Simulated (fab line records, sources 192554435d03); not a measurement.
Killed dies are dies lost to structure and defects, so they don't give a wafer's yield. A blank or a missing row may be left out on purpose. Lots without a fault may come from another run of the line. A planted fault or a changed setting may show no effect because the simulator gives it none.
Chamber matching | flow n5_finfet | N5_BEOL_M8_CURE_74 on uv_cure-03: 3 sister chambers
The step cures SiCOH lowk, time 240 s. 3 wafers are shown with their chamber, then 9 later ones without.

WAFERS WITH THEIR CHAMBER
wafer  | chamber | wafer_temp_C_max
L085.5 | 0       | 386.6
L087.4 | 2       | 386.9
L093.4 | 1       | 386.0

WAFERS WITHOUT THEIR CHAMBER
wafer  | wafer_temp_C_max
L095.1 | 386.7
L095.5 | 386.7
L095.6 | 387.1
L095.2 | 386.7
L095.3 | 387.2
L095.4 | 387.0
L097.1 | 386.1
L097.4 | 386.1
L097.5 | 386.3

WHICH CHAMBER EACH WENT THROUGH
wafer  | from the rows above          | in truth
L095.1 | can't be placed: 0 or 2      | 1
L095.5 | can't be placed: 0 or 2      | 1
L095.6 | can't be placed: 2 or 0      | 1
L095.2 | can't be placed: 0 or 2      | 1
L095.3 | can't be placed: 2 or 0      | 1
L095.4 | can't be placed: 2 or 0      | 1
L097.1 | 1                            | 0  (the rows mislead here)
L097.4 | 1                            | 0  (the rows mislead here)
L097.5 | can't be placed: 0 or 1 or 2 | 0
Placed correctly: 0 of 9. Can't be placed from these rows: 7 (the true chamber is among the candidates in 1). Placed wrongly: 2.
How it was worked out, from the rows above alone: a wafer's distance from a chamber is the root of the sum, over the readings, of the square of ((its reading less the chamber's mean) divided by the reading's scatter). The wafer belongs to the nearest chamber; if the next one is less than 2 further off, it can't be placed. A chamber's mean is the mean of its shown wafers. The scatter: with one shown wafer a chamber, the root of the mean of the squares of how far each hidden wafer lies from its nearest shown one.
